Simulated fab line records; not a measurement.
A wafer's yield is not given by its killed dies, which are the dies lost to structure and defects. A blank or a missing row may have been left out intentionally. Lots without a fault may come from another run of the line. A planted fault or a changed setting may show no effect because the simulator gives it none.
fab line records	flow nandHarc	part 1 of 2: steps 1 to 29 of 42
[record] lots = 5	wafers = 15	lastDay = 22
route steps=1159 shown P_BONDPAD@385 A_START@389 A_ZERO_WELL@390 A_SOURCE_PLATE@413 A_ONON_D1@424
lots that met no fault: taken from a fault-free run of the same line
startH: start of the lot's first displayed wafer, in hours after the record's first day	waitH: hours elapsed since this lot's preceding step	" the same as in the row above	L1.1+2: one row covering several wafers at once	- value missing, or start not given	* or withheld: withheld	< > ~ a bound
route shown NAME@n: names a module that has steps shown in the file, with the first one's number in the route	usual: mean/standard deviation of fault-free wafers	same: alike in all rows	chamber/n: place in a boat	sites: the reading at each site	_std_site: the values' standard deviation	_edge_site: the outer-site mean with the inner-site mean subtracted	radiusMm: how far each site lies from the wafer's centre	mask NAME#n: copy n	behind: the last tool/chamber to shape the wafer	hold: cause of the lot's hold/its duration in hours/its outcome	device: the n, p or np transistor that did not switch	end of line: the route-end tests of the same wafers	a step without rows: its recipe alone	killed: at the first sort, the dies lost to defects and structure; wafer yield is something else	map: a wafer's dies, x killed, . not, _ none there
set.NAME: the setting as run; set.NAME@STEP: as run at that earlier step	model.NAME: the simulator's own value behind a step, which no gauge read
a table for each step, a row for each wafer; lots at some steps of the route
services: the hour from which a tool's chamber was out of use, counted from the record's first day as startH (under 0 if before that day), plus the number of hours and why
[[steps]]
[step NHARC_P_BONDPAD_INSPECT_23]
[usual] rawDefectCount = 339/110
lot.wafer	tool	chamber	startH	waitH	rawDefectCount
L075.1	defectInspect-02	-	137.84	0.0	462
L075.2	"	-	"	"	440
L075.4	"	-	"	"	495
L079.2	defectInspect-01	-	155.24	0.0	248
L079.3	"	-	"	"	431
L079.4	"	-	"	"	293
L080.4	defectInspect-01	-	169.15	0.0	176
L080.5	"	-	"	"	221
L080.6	"	-	"	"	197
L084.2	defectInspect-01	-	190.24	0.0	445
L084.3	"	-	"	"	399
L084.6	"	-	"	"	313
L088.2	defectInspect-02	-	219.16	0.0	195
L088.4	"	-	"	"	392
L088.6	"	-	"	"	310
[step NHARC_P_BONDPAD_ACTIVATE_29]
[recipe] timeS = 60	n2FlowSccm = 200	arFlowSccm = 0	biasPowerW = 0	chemistry = N2
[usual] drypumpMotorCurrentA = 5.8/0.59	oesProductAu = 1.008/0.015	rfVppV = 64.2/1	showerheadPlenumPTorr = 1.76/0.083
lot.wafer	tool	chamber	startH	waitH	drypumpMotorCurrentA	oesProductAu	rfHoursCounterH	rfVppV	showerheadPlenumPTorr
L075.2	rieDiel-06	2	137.92	0.1	6.5	1.000	6	63.8	1.66
L075.1	"	0	"	"	5.0	1.020	8	63.8	1.67
L075.4	"	1	"	"	5.7	0.990	-	65.4	1.82
L079.4	rieDiel-08	0	155.30	0.1	6.2	1.035	8	64.4	1.78
L079.3	"	2	"	"	6.3	1.017	7	64.6	1.81
L079.2	"	3	"	"	6.5	1.034	7	66.4	1.70
L080.4	rieDiel-06	0	169.23	0.1	5.0	1.018	11	63.5	1.67
L080.5	"	2	"	"	6.5	1.026	-	64.4	1.66
L080.6	"	3	"	"	5.2	1.002	-	64.7	1.85
L084.3	rieDiel-08	0	190.30	0.1	6.2	1.020	20	64.0	1.78
L084.2	"	2	"	"	6.3	1.026	18	64.9	1.81
L084.6	"	1	"	"	6.0	1.011	-	63.9	1.72
L088.4	rieDiel-06	0	219.24	0.1	5.0	1.017	16	64.9	1.67
L088.2	"	2	"	"	6.5	1.015	15	62.8	1.66
L088.6	"	3	"	"	5.2	1.003	-	66.1	1.85
[step NHARC_P_BONDPAD_PRECLEAN_30]
[recipe] timeS = 300	tempC = 23	chemistry = DIW
[usual] bathHeatDutyPct = 3.7/0.54
lot.wafer	tool	chamber	startH	waitH	bathHeatDutyPct
L075.4	wetBench-08	5	138.09	0.1	4.1
L075.1	"	0	"	"	3.4
L075.2	"	1	"	"	4.5
L079.4	wetBench-08	5	155.45	0.1	3.7
L079.3	"	6	"	"	4.2
L079.2	"	2	"	"	3.6
L080.6	wetBench-10	5	169.36	0.1	3.9
L080.4	"	1	"	"	4.2
L080.5	"	2	"	"	3.6
L084.3	wetBench-08	6	190.50	0.2	3.5
L084.6	"	7	"	"	3.3
L084.2	"	0	"	"	3.9
L088.2	wetBench-10	5	219.42	0.1	4.3
L088.4	"	6	"	"	3.4
L088.6	"	7	"	"	3.5
[step NHARC_P_BONDPAD_SRD_31]
[recipe] timeS = 30	tempC = 23	dryTimeS = 20	spinRpm = 1500
[usual] bathHeatDutyPct = 3.7/0.59	spinRpm = 1500.0/0.8
lot.wafer	tool	chamber	startH	waitH	bathHeatDutyPct	spinRpm
L075.4	wetBench-08	5	-	-	4.4	1501.2
L075.1	"	0	"	"	3.8	1501.5
L075.2	"	1	"	"	3.7	1498.7
L079.4	wetBench-08	5	-	-	3.8	1501.1
L079.3	"	6	"	"	3.9	1499.2
L079.2	"	2	"	"	3.0	1500.0
L080.6	wetBench-10	5	-	-	4.0	1500.3
L080.4	"	1	"	"	4.3	1498.1
L080.5	"	2	"	"	2.7	1500.5
L084.3	wetBench-08	6	-	-	3.2	1500.5
L084.6	"	7	"	"	3.8	1499.8
L084.2	"	0	"	"	3.2	1500.0
L088.2	wetBench-10	5	-	-	4.1	1499.8
L088.4	"	6	"	"	3.7	1499.5
L088.6	"	7	"	"	4.0	1499.8
[step NHARC_A_START_INSPECT_01]
[usual] rawDefectCount = 3.5/1.8
lot.wafer	tool	chamber	startH	waitH	rawDefectCount
L075.1	defectInspect-01	-	138.33	-	2
L075.2	"	-	"	"	6
L075.4	"	-	"	"	1
L079.2	defectInspect-01	-	155.70	-	2
L079.3	"	-	"	"	2
L079.4	"	-	"	"	7
L080.4	defectInspect-01	-	169.62	-	3
L080.5	"	-	"	"	1
L080.6	"	-	"	"	3
L084.2	defectInspect-02	-	190.72	-	1
L084.3	"	-	"	"	2
L084.6	"	-	"	"	3
L088.2	defectInspect-01	-	219.63	-	5
L088.4	"	-	"	"	3
L088.6	"	-	"	"	1
[step NHARC_A_ZERO_WELL_PRECLEAN_00]
[recipe] timeS = 600	tempC = 120	chemistry = SPM
[usual] bathHeatDutyPct = 13.1/1.6
lot.wafer	tool	chamber	startH	waitH	bathHeatDutyPct
L075.4	wetBench-01	4	138.44	0.1	12.1
L075.2	"	7	"	"	15.9
L075.1	"	0	"	"	13.4
L079.4	wetBench-02	2	155.79	0.1	11.9
L079.3	"	3	"	"	13.4
L079.2	"	4	"	"	14.3
L080.4	wetBench-01	1	169.71	0.1	14.4
L080.6	"	2	"	"	13.9
L080.5	"	3	"	"	14.2
L084.6	wetBench-02	4	190.81	0.1	13.9
L084.3	"	5	"	"	10.8
L084.2	"	1	"	"	14.5
L088.6	wetBench-02	7	219.73	0.1	13.3
L088.2	"	0	"	"	14.3
L088.4	"	1	"	"	13.9
[step NHARC_A_ZERO_WELL_SRD_01]
lot.wafer	tool	chamber	startH	waitH
L075.4+2+1	wetBench-01	4,7,0	-	-
L079.4+3+2	wetBench-02	2,3,4	-	-
L080.4+6+5	wetBench-01	1,2,3	-	-
L084.6+3+2	wetBench-02	4,5,1	-	-
L088.6+2+4	wetBench-02	7,0,1	-	-
[step NHARC_A_ZERO_WELL_DEHYDRATE_02]
[recipe] tempC = 150	timeS = 120
lot.wafer	tool	chamber	startH	waitH
L075.1+2+4	lithoTrack-03	0	138.75	-
L079.2+3+4	lithoTrack-07	0	156.11	-
L080.4+5+6	lithoTrack-07	0	170.02	-
L084.2+3+6	lithoTrack-03	0	191.12	-
L088.2+4+6	lithoTrack-07	0	220.03	-
[step NHARC_A_ZERO_WELL_HMDS_03]
[recipe] timeS = 30
lot.wafer	tool	chamber	startH	waitH
L075.1+2+4	lithoTrack-03	0	-	-
L079.2+3+4	lithoTrack-07	0	-	-
L080.4+5+6	lithoTrack-07	0	-	-
L084.2+3+6	lithoTrack-03	0	-	-
L088.2+4+6	lithoTrack-07	0	-	-
[step NHARC_A_ZERO_WELL_COAT_18]
[recipe] tempC = 200	timeS = 65
lot.wafer	tool	chamber	startH	waitH
L075.1+2+4	lithoTrack-03	0	-	-
L079.2+3+4	lithoTrack-07	0	-	-
L080.4+5+6	lithoTrack-07	0	-	-
L084.2+3+6	lithoTrack-03	0	-	-
L088.2+4+6	lithoTrack-07	0	-	-
[step NHARC_A_ZERO_WELL_COAT_04]
[recipe] spinRpm = 2000	resistThkNm = 600
lot.wafer	tool	chamber	startH	waitH
L075.1+2+4	lithoTrack-03	0	-	-
L079.2+3+4	lithoTrack-07	0	-	-
L080.4+5+6	lithoTrack-07	0	-	-
L084.2+3+6	lithoTrack-03	0	-	-
L088.2+4+6	lithoTrack-07	0	-	-
[step NHARC_A_ZERO_WELL_SOFTBAKE_05]
[recipe] tempC = 125	timeS = 70
lot.wafer	tool	chamber	startH	waitH
L075.1+2+4	lithoTrack-03	0	-	-
L079.2+3+4	lithoTrack-07	0	-	-
L080.4+5+6	lithoTrack-07	0	-	-
L084.2+3+6	lithoTrack-03	0	-	-
L088.2+4+6	lithoTrack-07	0	-	-
[step NHARC_A_ZERO_WELL_EBR_06]
lot.wafer	tool	chamber	startH	waitH
L075.1+2+4	lithoTrack-03	0	-	-
L079.2+3+4	lithoTrack-07	0	-	-
L080.4+5+6	lithoTrack-07	0	-	-
L084.2+3+6	lithoTrack-03	0	-	-
L088.2+4+6	lithoTrack-07	0	-	-
[step NHARC_A_ZERO_WELL_EXPOSE_07]
[recipe] na = 0.55	doseMj = 33.85	maskId = A_ZERO
lot.wafer	tool	chamber	startH	waitH	mask
L075.1+2+4	krfScanner-02	0	139.04	-	A_ZERO#0
L079.2+3+4	krfScanner-02	0	156.28	-	A_ZERO#0
L080.4+5+6	krfScanner-02	0	170.33	-	A_ZERO#0
L084.2+3+6	krfScanner-03	0	191.29	-	A_ZERO#0
L088.2+4+6	krfScanner-03	0	220.32	-	A_ZERO#0
[step NHARC_A_ZERO_WELL_PEB_08]
[recipe] pebTempC = 128	pebTimeS = 80
lot.wafer	tool	chamber	startH	waitH
L075.1+2+4	lithoTrack-07	0	139.11	0.1
L079.2+3+4	lithoTrack-03	0	156.35	0.1
L080.4+5+6	lithoTrack-07	0	170.38	0.0
L084.2+3+6	lithoTrack-02	0	191.35	0.1
L088.2+4+6	lithoTrack-07	0	220.38	0.1
[step NHARC_A_ZERO_WELL_DEVELOP_09]
[recipe] timeS = 50	devTempC = 22
lot.wafer	tool	chamber	startH	waitH
L075.1+2+4	lithoTrack-07	0	-	-
L079.2+3+4	lithoTrack-03	0	-	-
L080.4+5+6	lithoTrack-07	0	-	-
L084.2+3+6	lithoTrack-02	0	-	-
L088.2+4+6	lithoTrack-07	0	-	-
[step NHARC_A_ZERO_WELL_CD_MEAS_10]
[recipe] targetCdNm = 2000	landingEnergyEv = 500
[usual] cdNm = 1999.3/2.4
lot.wafer	tool	chamber	startH	waitH	cdNm
L075.1	cdSem-03	0	139.19	-	2000.3
L075.2	"	0	"	"	1997.0
L075.4	"	0	"	"	1996.7
L079.2	cdSem-03	0	156.43	-	1998.7
L079.3	"	0	"	"	1997.5
L079.4	"	0	"	"	2000.2
L080.4	cdSem-02	0	170.47	-	1994.6
L080.5	"	0	"	"	1994.1
L080.6	"	0	"	"	2001.2
L084.2	cdSem-03	0	191.44	-	2000.0
L084.3	"	0	"	"	2000.1
L084.6	"	0	"	"	2000.4
L088.2	cdSem-02	0	220.47	-	1993.4
L088.4	"	0	"	"	2000.5
L088.6	"	0	"	"	2001.2
[step NHARC_A_ZERO_WELL_HARDBAKE_11]
[recipe] tempC = 118	timeS = 65
lot.wafer	tool	chamber	startH	waitH
L075.1+2+4	lithoTrack-07	0	139.27	-
L079.2+3+4	lithoTrack-03	0	156.51	-
L080.4+5+6	lithoTrack-07	0	170.55	-
L084.2+3+6	lithoTrack-03	0	191.52	-
L088.2+4+6	lithoTrack-07	0	220.55	-
[step NHARC_A_ZERO_WELL_DESCUM_12]
[recipe] timeS = 3	o2FlowSccm = 200	arFlowSccm = 0	biasPowerW = 0	chemistry = O2
[usual] drypumpMotorCurrentA = 5.8/0.32	o2FlowSccm = 200.0/0.63	oesProductAu = 0.998/0.012	rfVppV = 57.7/0.88	showerheadPlenumPTorr = 1.90/0.088	throttleValvePct = 11.311/0.0091
lot.wafer	tool	chamber	startH	waitH	drypumpMotorCurrentA	o2FlowSccm	oesProductAu	rfHoursCounterH	rfVppV	showerheadPlenumPTorr	throttleValvePct
L075.2	rieDiel-04	2	139.36	-	5.7	199.9	0.983	1	57.7	2.06	11.314
L075.1	"	3	"	"	5.8	200.9	0.997	2	57.4	1.80	11.320
L075.4	"	0	"	"	5.9	199.6	1.003	2	57.3	1.88	11.296
L079.3	rieDiel-04	1	156.60	-	5.9	199.8	0.994	2	56.4	1.83	11.313
L079.4	"	2	"	"	5.7	199.7	0.986	2	59.0	2.06	11.307
L079.2	"	3	"	"	5.8	199.5	1.005	2	56.5	1.80	11.298
L080.4	rieDiel-04	2	170.66	-	5.8	199.2	1.000	2	56.3	2.06	11.326
L080.5	"	3	"	"	5.8	199.0	1.011	-	57.1	1.80	11.309
L080.6	"	0	"	"	5.8	200.7	1.004	-	58.7	1.88	11.307
L084.2	rieDiel-09	0	191.59	-	5.3	200.4	0.993	11	58.0	2.01	11.309
L084.3	"	3	"	"	5.8	199.7	1.010	11	56.8	1.82	11.307
L084.6	"	0	"	"	5.3	200.8	1.007	-	57.2	2.01	11.316
L088.2	rieDiel-09	0	220.64	-	5.3	199.8	0.995	13	57.1	2.01	11.324
L088.4	"	1	"	"	6.3	199.3	1.006	13	58.8	1.95	11.302
L088.6	"	2	"	"	5.6	200.5	1.013	-	57.3	1.92	11.312
[step NHARC_A_ZERO_WELL_ETCH_19]
[recipe] targetDepthA = 800	overetchA = 240	timeS = 87.88	ionEnergyEv = 200	n2FlowSccm = 150	h2FlowSccm = 150	arFlowSccm = 0	rfW = 400	biasW = 150	chemistry = N2/H2
[usual] drypumpMotorCurrentA = 5.79/0.3	oesProductAu = 0.998/0.011	rfVppV = 430.1/2.7	showerheadPlenumPTorr = 2.02/0.093	throttleValvePct = 14.171/0.0091
lot.wafer	tool	chamber	startH	waitH	drypumpMotorCurrentA	oesProductAu	rfHoursCounterH	rfVppV	showerheadPlenumPTorr	throttleValvePct
L075.1	rieDiel-04	1	139.44	0.1	5.92	1.007	2	428.0	1.94	14.166
L075.2	"	3	"	"	5.80	1.007	2	427.3	1.92	14.187
L075.4	"	0	"	"	5.83	0.997	2	429.7	2.00	14.171
L079.4	rieDiel-04	0	156.67	0.1	5.84	0.996	3	429.9	2.00	14.179
L079.3	"	1	"	"	5.92	0.982	2	428.1	1.94	14.162
L079.2	"	2	"	"	5.75	0.983	2	434.9	2.20	14.175
L080.4	rieDiel-04	0	170.72	0.1	5.89	1.001	3	430.4	2.00	14.160
L080.6	"	3	"	"	5.78	1.008	-	426.6	1.92	14.155
L080.5	"	0	"	"	5.90	1.007	-	429.8	2.00	14.175
L084.3	rieDiel-09	1	191.69	0.1	6.25	1.004	11	432.6	2.08	14.167
L084.2	"	3	"	"	5.81	0.997	11	428.0	1.94	14.154
L084.6	"	1	"	"	6.28	1.001	-	432.6	2.08	14.175
L088.2	rieDiel-09	3	220.72	0.1	5.82	0.992	15	428.1	1.94	14.170
L088.4	"	0	"	"	5.37	0.989	13	434.0	2.15	14.159
L088.6	"	3	"	"	5.81	1.004	-	426.5	1.94	14.188
[step NHARC_A_ZERO_WELL_ETCH_13]
[recipe] targetDepthA = 1200	timeS = 40.1	hbrFlowSccm = 150	cl2FlowSccm = 50	rfW = 400	icpW = 400	biasW = 100	chemistry = HBr/Cl2
[usual] drypumpMotorCurrentA = 5.7/0.45	oesProductAu = 0.998/0.011	throttleValvePct = 26.407/0.0096
lot.wafer	tool	chamber	startH	waitH	drypumpMotorCurrentA	oesProductAu	rfHoursCounterH	throttleValvePct
L075.1	rieSi-04	1	139.56	-	6.1	1.014	0.2	26.399
L075.2	"	2	"	"	5.9	0.996	0.3	26.405
L075.4	"	3	"	"	5.5	1.002	0.2	26.410
L079.2	rieSi-06	1	156.79	-	5.6	1.003	1.2	26.414
L079.4	"	2	"	"	5.6	0.998	1.2	26.409
L079.3	"	3	"	"	6.4	1.014	1.0	26.400
L080.4	rieSi-03	0	170.85	-	4.9	0.997	0.0	26.407
L080.5	"	3	"	"	6.0	0.990	-	26.408
L080.6	"	0	"	"	4.9	0.989	-	26.415
L084.2	rieSi-03	2	191.85	-	5.4	1.001	0.2	26.395
L084.3	"	3	"	"	6.0	0.989	0.3	26.438
L084.6	"	2	"	"	5.4	0.995	-	26.408
L088.4	rieSi-06	0	220.86	-	6.5	1.005	0.1	26.414
L088.2	"	1	"	"	5.6	0.995	0.1	26.403
L088.6	"	3	"	"	6.4	1.001	-	26.388
[step NHARC_A_ZERO_WELL_STRIP_14]
[recipe] timeS = 900	tempC = 130	chemistry = SPM
[usual] bathHeatDutyPct = 14.8/1.9
lot.wafer	tool	chamber	startH	waitH	bathHeatDutyPct
L075.4	wetBench-01	6	139.74	-	12.2
L075.1	"	7	"	"	16.2
L075.2	"	0	"	"	13.6
L079.3	wetBench-06	0	156.95	-	18.3
L079.2	"	1	"	"	14.2
L079.4	"	2	"	"	15.9
L080.4	wetBench-01	2	170.99	-	14.9
L080.5	"	4	"	"	13.1
L080.6	"	5	"	"	11.2
L084.2	wetBench-02	3	192.01	-	15.6
L084.3	"	4	"	"	16.8
L084.6	"	5	"	"	13.9
L088.4	wetBench-02	1	220.98	-	15.4
L088.2	"	2	"	"	12.4
L088.6	"	4	"	"	17.5
[step NHARC_A_ZERO_WELL_IMPLANT_15]
[recipe] energyKev = 150	doseCm2 = 1e+13	tiltDeg = 7
[usual] beamEnergyKeV = 150.00/0.043	tiltDeg = 6.997/0.019
[same] implantIonAmu = 11
lot.wafer	tool	chamber	startH	waitH	beamEnergyKeV	tiltDeg
L075.1	implanter-01	0	140.12	0.1	149.95	6.999
L075.2	"	0	"	"	150.04	6.988
L075.4	"	0	"	"	150.00	6.984
L079.2	implanter-02	0	157.37	0.1	149.97	6.994
L079.3	"	0	"	"	150.11	7.040
L079.4	"	0	"	"	150.06	7.033
L080.4	implanter-02	0	171.53	0.2	149.99	6.969
L080.5	"	0	"	"	149.99	7.008
L080.6	"	0	"	"	150.00	7.011
L084.2	implanter-01	0	192.42	0.1	150.00	6.992
L084.3	"	0	"	"	149.99	7.003
L084.6	"	0	"	"	149.99	6.968
L088.2	implanter-02	0	221.41	0.1	150.08	7.006
L088.4	"	0	"	"	150.05	7.003
L088.6	"	0	"	"	150.01	7.003
[step NHARC_A_ZERO_WELL_PRECLEAN_22]
[recipe] timeS = 60	tempC = 50	bathAgeMin = 0	chemistry = SC1
[usual] bathHeatDutyPct = 7.0/0.92
lot.wafer	tool	chamber	startH	waitH	bathHeatDutyPct
L075.4	wetBench-01	7	140.34	0.1	8.9
L075.2	"	0	"	"	6.6
L075.1	"	4	"	"	6.4
L079.2	wetBench-01	6	157.55	0.1	6.4
L079.3	"	1	"	"	8.2
L079.4	"	3	"	"	6.3
L080.4	wetBench-06	7	171.68	0.1	7.8
L080.5	"	2	"	"	8.2
L080.6	"	4	"	"	8.1
L084.2	wetBench-02	7	192.61	0.2	6.5
L084.3	"	2	"	"	7.1
L084.6	"	3	"	"	7.1
L088.6	wetBench-02	4	221.61	0.0	9.5
L088.2	"	5	"	"	6.4
L088.4	"	6	"	"	6.2
[step NHARC_A_ZERO_WELL_SRD_23]
lot.wafer	tool	chamber	startH	waitH
L075.4+2+1	wetBench-01	7,0,4	-	-
L079.2+3+4	wetBench-01	6,1,3	-	-
L080.4+5+6	wetBench-06	7,2,4	-	-
L084.2+3+6	wetBench-02	7,2,3	-	-
L088.6+2+4	wetBench-02	4,5,6	-	-
[step NHARC_A_ZERO_WELL_RTA_16]
[recipe] tempC = 1000	timeS = 10
[usual] lampPowerPct = 27/3.3	wafer_temp_C_max = 1004.5/1.2
lot.wafer	tool	chamber	startH	waitH	lampPowerPct	wafer_temp_C_max
L075.1	rtpAnneal-02	0	140.47	-	31	1004.0
L075.2	"	0	"	"	31	1003.9
L075.4	"	0	"	"	31	1004.1
L079.2	rtpAnneal-02	0	157.72	-	31	1002.5
L079.3	"	0	"	"	31	1002.7
L079.4	"	0	"	"	31	1003.1
L080.4	rtpAnneal-01	0	171.90	-	25	1004.2
L080.5	"	0	"	"	25	1006.3
L080.6	"	0	"	"	24	1005.5
L084.2	rtpAnneal-01	0	192.77	-	25	1004.8
L084.3	"	0	"	"	25	1004.7
L084.6	"	0	"	"	25	1007.5
L088.2	rtpAnneal-01	0	221.76	-	25	1005.5
L088.4	"	0	"	"	25	1005.5
L088.6	"	0	"	"	25	1007.4
[step NHARC_A_ZERO_WELL_INSPECT_17]
[usual] rawDefectCount = 11/5.3
lot.wafer	tool	chamber	startH	waitH	rawDefectCount
L075.1	defectInspect-01	-	140.67	0.2	6
L075.2	"	-	"	"	6
L075.4	"	-	"	"	7
L079.2	defectInspect-01	-	157.89	0.1	10
L079.3	"	-	"	"	15
L079.4	"	-	"	"	18
L080.4	defectInspect-02	-	172.01	0.1	13
L080.5	"	-	"	"	14
L080.6	"	-	"	"	11
L084.2	defectInspect-01	-	192.94	0.1	8
L084.3	"	-	"	"	6
L084.6	"	-	"	"	7
L088.2	defectInspect-02	-	221.93	0.1	6
L088.4	"	-	"	"	5
L088.6	"	-	"	"	15
[step NHARC_A_SOURCE_PLATE_PRECLEAN_00]
[recipe] timeS = 60	chemistry = HF-LAST
lot.wafer	tool	chamber	startH	waitH
L075.2+1+4	wetBench-07	2,3,4	140.72	0.1
L079.3+4+2	wetBench-07	3,5,6	157.94	0.1
L080.4+5+6	wetBench-04	1,2,4	172.06	0.1
L084.6+2+3	wetBench-05	7,1,2	193.00	0.1
L088.4+6+2	wetBench-05	1,2,4	221.98	0.0
[step NHARC_A_SOURCE_PLATE_SRD_01]
lot.wafer	tool	chamber	startH	waitH
L075.2+1+4	wetBench-07	2,3,4	-	-
L079.3+4+2	wetBench-07	3,5,6	-	-
L080.4+5+6	wetBench-04	1,2,4	-	-
L084.6+2+3	wetBench-05	7,1,2	-	-
L088.4+6+2	wetBench-05	1,2,4	-	-
